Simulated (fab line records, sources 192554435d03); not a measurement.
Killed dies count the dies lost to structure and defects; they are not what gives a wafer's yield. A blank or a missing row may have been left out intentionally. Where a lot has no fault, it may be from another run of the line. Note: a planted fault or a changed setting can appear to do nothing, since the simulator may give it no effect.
fab line records + flow n5-finfet + part 2 of 2: steps 23 to 28 of 28
record
- lots=5
- wafers=15
- last-day=16
route steps=1938 shown MIM_TOP_LITHO@1841 MIM_TOP_ETCH@1851 MIM_BOT_LITHO@1854 MIM_BOT_ETCH@1866
lots untouched by any fault: they come from a run of this same line in which no faults occurred
start-h: hours from the record's first day to the start of the lot's first wafer shown + wait-h: hours since the lot's step before + " unchanged from the row above + L1.1+2: a row that stands for several wafers + - value missing, or start not given + * or withheld: withheld + < > ~ a bound
route shown NAME@n: a module of which the file shows steps, and the number in the route of the first + usual: mean/standard deviation of fault-free wafers + same: alike in all rows + chamber/n: place in a boat + sites: each site's reading + _std_site: how widely they spread, as a standard deviation + _edge_site: mean of outer sites minus mean of inner sites + radius-mm: how far each site lies from the wafer's centre + mask NAME#n: copy n + behind: tool/chamber where the wafer was last shaped + hold: why the lot was held/for how many hours/how that ended + device: names the non-switching transistor (n, p or np) + end of line: at the end of the route, the tests of the same wafers + a step without rows: its recipe alone + killed: not the wafer's yield, but the dies lost to structure and defects at the first sort + map: dies across one wafer; x = killed, . = not, _ = none there
set.NAME: the setting as run; set.NAME@STEP: as run at that earlier step + model.NAME: the simulator's own value behind a step, which no gauge read
a table for each step, a row for each wafer; lots at some steps of the route
services: a tool's chamber out of use, with start hour (start-h, from the record's first day; less than 0 if before it), hours out, and reason
## steps
# step N5_MIM_BOT_LITHO_OVL_MEAS_11
# recipe
- points-per-wafer=44
# usual
- MIM_BOT_OVL=0/5.2
| lot.wafer | tool       | chamber | start-h | wait-h | MIM_BOT_OVL[nm] |
|-----------|------------|---------|---------|--------|-----------------|
| L077.2    | overlay-02 | 0       | 275.23  | 0.0    | 2               |
| L077.3    | "          | 0       | "       | "      | -1              |
| L077.5    | "          | 0       | "       | "      | 1               |
| L079.2    | overlay-01 | 0       | 285.22  | 0.0    | 11              |
| L079.4    | "          | 0       | "       | "      | 4               |
| L079.6    | "          | 0       | "       | "      | 1               |
| L080.3    | overlay-02 | 0       | 285.55  | 0.0    | 0               |
| L080.5    | "          | 0       | "       | "      | 2               |
| L080.6    | "          | 0       | "       | "      | 2               |
| L094.1    | overlay-02 | 0       | 376.12  | 0.0    | 0               |
| L094.3    | "          | 0       | "       | "      | 7               |
| L094.4    | "          | 0       | "       | "      | -4              |
| L091.1    | overlay-01 | 0       | 378.68  | 0.0    | 5               |
| L091.5    | "          | 0       | "       | "      | 5               |
| L091.6    | "          | 0       | "       | "      | 2               |
# step N5_MIM_BOT_LITHO_INSPECT_12
# recipe
- mode=adi
- inspect-instrument=macro
# usual
- raw-defect-count=1.9/1.3
| lot.wafer | tool              | chamber | start-h | wait-h | raw-defect-count |
|-----------|-------------------|---------|---------|--------|------------------|
| L077.2    | defect-inspect-02 | -       | 275.26  | 0.0    | 2                |
| L077.3    | "                 | -       | "       | "      | 0                |
| L077.5    | "                 | -       | "       | "      | 0                |
| L079.2    | defect-inspect-02 | -       | 285.24  | 0.0    | 2                |
| L079.4    | "                 | -       | "       | "      | 3                |
| L079.6    | "                 | -       | "       | "      | 6                |
| L080.3    | defect-inspect-01 | -       | 285.57  | 0.0    | 1                |
| L080.5    | "                 | -       | "       | "      | 1                |
| L080.6    | "                 | -       | "       | "      | 2                |
| L094.1    | defect-inspect-02 | -       | 376.15  | 0.0    | 5                |
| L094.3    | "                 | -       | "       | "      | 3                |
| L094.4    | "                 | -       | "       | "      | 1                |
| L091.1    | defect-inspect-02 | -       | 378.71  | 0.0    | 2                |
| L091.5    | "                 | -       | "       | "      | 1                |
| L091.6    | "                 | -       | "       | "      | 1                |
# step N5_MIM_BOT_LITHO_DESCUM_10
# recipe
- chemistry=O2
- time-s=7.9
- source-power-w=50
- bias-power-w=20
- pressure-mtorr=20
- rf-frequency-hz=2.712e+07
- temp-c=40
- o2-flow-sccm=225
# usual
- bias-power-w=20.01/0.054
- drypump-motor-current-A=5.7/0.39
- oes-product-au=0.77/0.075
- rf-vpp-V=243.2/1.1
- showerhead-plenum-p-Torr=2.10/0.052
- throttle-valve-pct=20.41/0.25
| lot.wafer | tool        | chamber | start-h | wait-h | bias-power-w | drypump-motor-current-A | oes-product-au | rf-hours-counter-h | rf-vpp-V | showerhead-plenum-p-Torr | throttle-valve-pct |
|-----------|-------------|---------|---------|--------|--------------|-------------------------|----------------|--------------------|----------|--------------------------|--------------------|
| L077.2    | rie-diel-01 | 0       | 275.84  | 0.6    | 20.02        | 5.8                     | 0.73           | 202                | 242.7    | 2.09                     | 20.46              |
| L077.3    | "           | 3       | "       | "      | 20.03        | 6.2                     | 0.80           | 71                 | 244.7    | 2.19                     | 20.14              |
| L077.5    | "           | 2       | "       | "      | 20.08        | 4.8                     | 0.70           | -                  | 241.8    | 1.99                     | 20.67              |
| L079.2    | rie-diel-04 | 0       | 285.27  | 0.0    | 20.02        | 6.1                     | 0.71           | 209                | 242.1    | 2.09                     | 20.83              |
| L079.4    | "           | 1       | "       | "      | 19.99        | 6.0                     | 0.80           | 79                 | 245.0    | 2.12                     | 20.63              |
| L079.6    | "           | 0       | "       | "      | 20.02        | 6.1                     | 0.72           | -                  | 243.4    | 2.09                     | 20.84              |
| L080.3    | rie-diel-01 | 2       | 285.60  | 0.0    | 19.98        | 4.8                     | 0.69           | 224                | 241.7    | 1.99                     | 20.67              |
| L080.5    | "           | 2       | "       | "      | 19.98        | 4.8                     | 0.70           | -                  | 241.1    | 1.99                     | 20.69              |
| L080.6    | "           | 3       | "       | "      | 19.99        | 6.2                     | 0.79           | -                  | 244.4    | 2.19                     | 20.13              |
| L094.1    | rie-diel-03 | 0       | 376.89  | 0.7    | 20.01        | 5.3                     | 0.73           | 178                | 243.5    | 2.18                     | 20.30              |
| L094.3    | "           | 2       | "       | "      | 20.02        | 5.2                     | 0.71           | 246                | 243.4    | 2.06                     | 20.35              |
| L094.4    | "           | 3       | "       | "      | 20.10        | 5.9                     | 0.83           | 64                 | 241.9    | 2.15                     | 20.31              |
| L091.1    | rie-diel-04 | 0       | 378.74  | 0.0    | 19.96        | 6.1                     | 0.68           | 255                | 243.1    | 2.07                     | 20.90              |
| L091.5    | "           | 2       | "       | "      | 20.00        | 6.1                     | 0.83           | -                  | 242.4    | 2.05                     | 20.12              |
| L091.6    | "           | 0       | "       | "      | 19.96        | 6.1                     | 0.68           | -                  | 242.2    | 2.07                     | 20.90              |
# step N5_MIM_BOT_ETCH_ETCH_04
# recipe
- chemistry=CF4/O2
- target=SiNx
- target-depth-a=260
- time-s=13
- ion-energy-ev=100
- pressure-mtorr=40
- source-w=535
- bias-w=49
- Ar_flow_sccm=100
- cf4-flow-sccm=100
- O2_flow_sccm=10
# usual
- bias-w=49.00/0.15
- drypump-motor-current-A=5.7/0.39
- oes-product-au=0.77/0.078
- rf-vpp-V=240/4.7
- showerhead-plenum-p-Torr=2.21/0.053
- throttle-valve-pct=15.94/0.25
| lot.wafer | tool        | chamber | start-h | wait-h | bias-w | drypump-motor-current-A | oes-product-au | rf-hours-counter-h | rf-vpp-V | showerhead-plenum-p-Torr | throttle-valve-pct |
|-----------|-------------|---------|---------|--------|--------|-------------------------|----------------|--------------------|----------|--------------------------|--------------------|
| L077.2    | rie-diel-01 | 0       | 275.91  | 0.0    | 49.13  | 5.8                     | 0.71           | 202                | 235      | 2.18                     | 15.96              |
| L077.3    | "           | 3       | "       | "      | 49.31  | 6.2                     | 0.81           | 71                 | 232      | 2.33                     | 15.91              |
| L077.5    | "           | 2       | "       | "      | 48.93  | 4.8                     | 0.69           | -                  | 247      | 2.10                     | 16.18              |
| L079.2    | rie-diel-04 | 0       | 285.34  | 0.0    | 49.06  | 6.1                     | 0.71           | 209                | 238      | 2.18                     | 16.32              |
| L079.4    | "           | 1       | "       | "      | 49.03  | 6.0                     | 0.79           | 79                 | 246      | 2.22                     | 16.10              |
| L079.6    | "           | 0       | "       | "      | 49.19  | 6.1                     | 0.71           | -                  | 238      | 2.18                     | 16.33              |
| L080.3    | rie-diel-01 | 2       | 285.67  | 0.0    | 48.75  | 4.8                     | 0.68           | 224                | 246      | 2.10                     | 16.18              |
| L080.5    | "           | 2       | "       | "      | 49.03  | 4.8                     | 0.69           | -                  | 245      | 2.10                     | 16.18              |
| L080.6    | "           | 3       | "       | "      | 48.82  | 6.1                     | 0.80           | -                  | 235      | 2.33                     | 15.92              |
| L094.1    | rie-diel-03 | 0       | 376.95  | 0.0    | 48.74  | 5.3                     | 0.73           | 178                | 237      | 2.28                     | 15.88              |
| L094.3    | "           | 2       | "       | "      | 48.82  | 5.2                     | 0.71           | 246                | 239      | 2.18                     | 16.01              |
| L094.4    | "           | 3       | "       | "      | 49.22  | 5.9                     | 0.84           | 64                 | 232      | 2.25                     | 15.78              |
| L091.1    | rie-diel-04 | 0       | 378.81  | 0.0    | 48.87  | 6.1                     | 0.69           | 255                | 237      | 2.17                     | 16.42              |
| L091.5    | "           | 2       | "       | "      | 49.17  | 6.1                     | 0.83           | -                  | 243      | 2.15                     | 15.62              |
| L091.6    | "           | 0       | "       | "      | 49.07  | 6.1                     | 0.68           | -                  | 238      | 2.17                     | 16.39              |
# step N5_MIM_BOT_ETCH_ETCH_03
# recipe
- chemistry=Cl2/BCl3
- target-depth-a=120
- pressure-mtorr=8
- icp-w=800
- bias-w=100
- Cl2_flow_sccm=20
- bcl3-flow-sccm=80
# usual
- bias-w=100.0/0.32
- drypump-motor-current-A=5.7/0.46
- oes-product-au=0.83/0.042
- throttle-valve-pct=27.67/0.22
| lot.wafer | tool         | chamber | start-h | wait-h | bias-w | drypump-motor-current-A | oes-product-au | rf-hours-counter-h | throttle-valve-pct |
|-----------|--------------|---------|---------|--------|--------|-------------------------|----------------|--------------------|--------------------|
| L077.2    | rie-metal-02 | 1       | 276.00  | 0.1    | 100.1  | 6.2                     | 0.86           | 13                 | 28.01              |
| L077.3    | "            | 0       | "       | "      | 100.2  | 6.0                     | 0.83           | -                  | 27.77              |
| L077.5    | "            | 0       | "       | "      | 100.6  | 6.0                     | 0.84           | -                  | 27.78              |
| L079.2    | rie-metal-02 | 0       | 285.43  | 0.1    | 100.4  | 6.1                     | 0.83           | 22                 | 27.79              |
| L079.4    | "            | 1       | "       | "      | 100.3  | 6.2                     | 0.86           | -                  | 27.99              |
| L079.6    | "            | 0       | "       | "      | 99.7   | 6.1                     | 0.83           | -                  | 27.78              |
| L080.3    | rie-metal-01 | 1       | 285.79  | 0.1    | 100.3  | 6.1                     | 0.76           | -                  | 27.64              |
| L080.5    | "            | 1       | "       | "      | 99.5   | 6.1                     | 0.75           | -                  | 27.64              |
| L080.6    | "            | 0       | "       | "      | 100.2  | 5.3                     | 0.90           | -                  | 27.45              |
| L094.1    | rie-metal-02 | 1       | 377.04  | 0.1    | 99.4   | 6.2                     | 0.83           | 22                 | 28.01              |
| L094.3    | "            | 1       | "       | "      | 99.5   | 6.2                     | 0.82           | -                  | 28.03              |
| L094.4    | "            | 0       | "       | "      | 100.5  | 6.0                     | 0.80           | -                  | 27.79              |
| L091.1    | rie-metal-01 | 1       | 378.90  | 0.1    | 99.7   | 6.1                     | 0.74           | 55                 | 27.63              |
| L091.5    | "            | 1       | "       | "      | 100.2  | 6.1                     | 0.74           | -                  | 27.66              |
| L091.6    | "            | 1       | "       | "      | 100.0  | 6.1                     | 0.74           | -                  | 27.65              |
# step N5_MIM_BOT_ETCH_ETCH_00
# recipe
- chemistry=Cl2/BCl3
- target=TiN
- target-depth-a=455
- ion-energy-ev=150
- pressure-mtorr=10
- icp-w=1000
- bias-w=126
- Cl2_flow_sccm=53.25
- bcl3-flow-sccm=21.75
- Ar_flow_sccm=25
# usual
- bias-w=125.9/0.36
- drypump-motor-current-A=5.7/0.46
- oes-product-au=0.83/0.043
- throttle-valve-pct=22.00/0.19
| lot.wafer | tool         | chamber | start-h | wait-h | bias-w | drypump-motor-current-A | oes-product-au | rf-hours-counter-h | throttle-valve-pct |
|-----------|--------------|---------|---------|--------|--------|-------------------------|----------------|--------------------|--------------------|
| L077.2    | rie-metal-02 | 1       | 276.09  | 0.1    | 126.2  | 6.2                     | 0.87           | 13                 | 22.28              |
| L077.3    | "            | 0       | "       | "      | 126.2  | 6.1                     | 0.85           | -                  | 22.09              |
| L077.5    | "            | 0       | "       | "      | 125.6  | 6.1                     | 0.83           | -                  | 22.10              |
| L079.2    | rie-metal-02 | 0       | 285.52  | 0.1    | 126.2  | 6.0                     | 0.83           | 22                 | 22.09              |
| L079.4    | "            | 1       | "       | "      | 126.1  | 6.2                     | 0.86           | -                  | 22.28              |
| L079.6    | "            | 0       | "       | "      | 125.4  | 6.0                     | 0.84           | -                  | 22.10              |
| L080.3    | rie-metal-01 | 1       | 285.89  | 0.1    | 125.3  | 6.1                     | 0.76           | -                  | 21.95              |
| L080.5    | "            | 1       | "       | "      | 125.6  | 6.1                     | 0.75           | -                  | 21.93              |
| L080.6    | "            | 0       | "       | "      | 126.3  | 5.3                     | 0.89           | -                  | 21.94              |
| L094.1    | rie-metal-02 | 1       | 377.13  | 0.1    | 125.9  | 6.2                     | 0.83           | 22                 | 22.28              |
| L094.3    | "            | 1       | "       | "      | 125.6  | 6.2                     | 0.83           | -                  | 22.27              |
| L094.4    | "            | 0       | "       | "      | 126.3  | 6.1                     | 0.79           | -                  | 22.11              |
| L091.1    | rie-metal-01 | 1       | 379.08  | 0.1    | 126.4  | 6.1                     | 0.74           | 55                 | 21.93              |
| L091.5    | "            | 1       | "       | "      | 125.8  | 6.1                     | 0.74           | -                  | 21.95              |
| L091.6    | "            | 1       | "       | "      | 125.9  | 6.1                     | 0.74           | -                  | 21.95              |
## services
| tool           | chamber | start-h | hours | kind   |
|----------------|---------|---------|-------|--------|
| krf-scanner-02 | -       | 256.12  | 1.0   | pm     |
| krf-scanner-02 | -       | 265.41  | 1.3   | pm     |
| krf-scanner-02 | -       | 268.30  | 0.4   | repair |
| krf-scanner-01 | -       | 273.47  | 1.3   | pm     |
| rie-diel-04    | 1       | 287.30  | 4.7   | repair |
| rie-diel-06    | 2       | 290.72  | 8.7   | repair |
| rie-diel-03    | 3       | 291.56  | 6.8   | repair |
| rie-diel-03    | -       | 293.56  | 1.1   | repair |
| rie-diel-03    | 0       | 296.71  | 5.3   | repair |
| krf-scanner-01 | -       | 302.35  | 0.7   | repair |
| rie-diel-01    | -       | 306.91  | 75.6  | repair |
| rie-diel-04    | -       | 308.37  | 4.3   | pm     |
| rie-diel-06    | 1       | 313.56  | 3.6   | repair |
| rie-diel-04    | 3       | 321.46  | 9.9   | repair |
| rie-diel-06    | -       | 324.61  | 2.8   | pm     |
| pecvd-01       | -       | 329.36  | 1.0   | repair |
| krf-scanner-02 | -       | 336.33  | 0.8   | pm     |
| krf-scanner-01 | -       | 339.85  | 0.8   | pm     |
| rie-metal-02   | 1       | 356.58  | 8.9   | repair |
| rie-metal-01   | 0       | 359.15  | 20.8  | repair |
| rie-diel-04    | 0       | 360.70  | 5.8   | repair |
| rie-metal-02   | -       | 364.80  | 8.8   | repair |
| krf-scanner-01 | -       | 368.11  | 1.0   | pm     |
| rie-diel-04    | 3       | 368.33  | 39.2  | repair |
